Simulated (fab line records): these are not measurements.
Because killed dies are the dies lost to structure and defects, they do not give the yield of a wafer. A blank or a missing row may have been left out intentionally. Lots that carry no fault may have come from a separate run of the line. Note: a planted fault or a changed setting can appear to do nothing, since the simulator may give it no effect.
Matching of chambers    flow n5Finfet    4 sister chambers for N5_MOL_CONTACT_COAG_ETCH_106 on rieDiel-04
The step etches SOC in N2/H2, target depth 80 nm, overetch 16 nm, time 120 s. 4 wafers are shown with their chamber, then 7 later ones without.

== EACH WAFER AND ITS CHAMBER ==
wafer   chamber  showerheadPlenumPTorr (Torr)
L083.2  0        2.72
L083.5  2        2.67
L086.1  1        2.48
L086.4  3        2.45

== WAFERS WHOSE CHAMBER IS MISSING ==
wafer   showerheadPlenumPTorr (Torr)
L086.5  2.45
L087.1  2.45
L087.4  2.48
L087.5  2.48
L088.1  2.66
L088.3  2.48
L088.6  2.48

== CHAMBER TAKEN BY EACH ==
wafer   from the rows above  in truth
L086.5  3                    3
L087.1  3                    3
L087.4  1                    1
L087.5  1                    1
L088.1  2                    2
L088.3  1                    1
L088.6  1                    1
7 of 7 placed correctly. From these rows, 0 cannot be placed. Number placed wrongly: 0.
How it was worked out, from the rows above alone: a wafer's distance from a chamber is the root of the sum, over the readings, of the square of ((its reading less the chamber's mean) divided by the reading's scatter). The wafer belongs to the nearest chamber; if the next one is less than 2 further off, it can't be placed. The mean given for a chamber averages the wafers shown for that chamber. The scatter: with one shown wafer a chamber, the root of the mean of the squares of how far each hidden wafer lies from its nearest shown one.
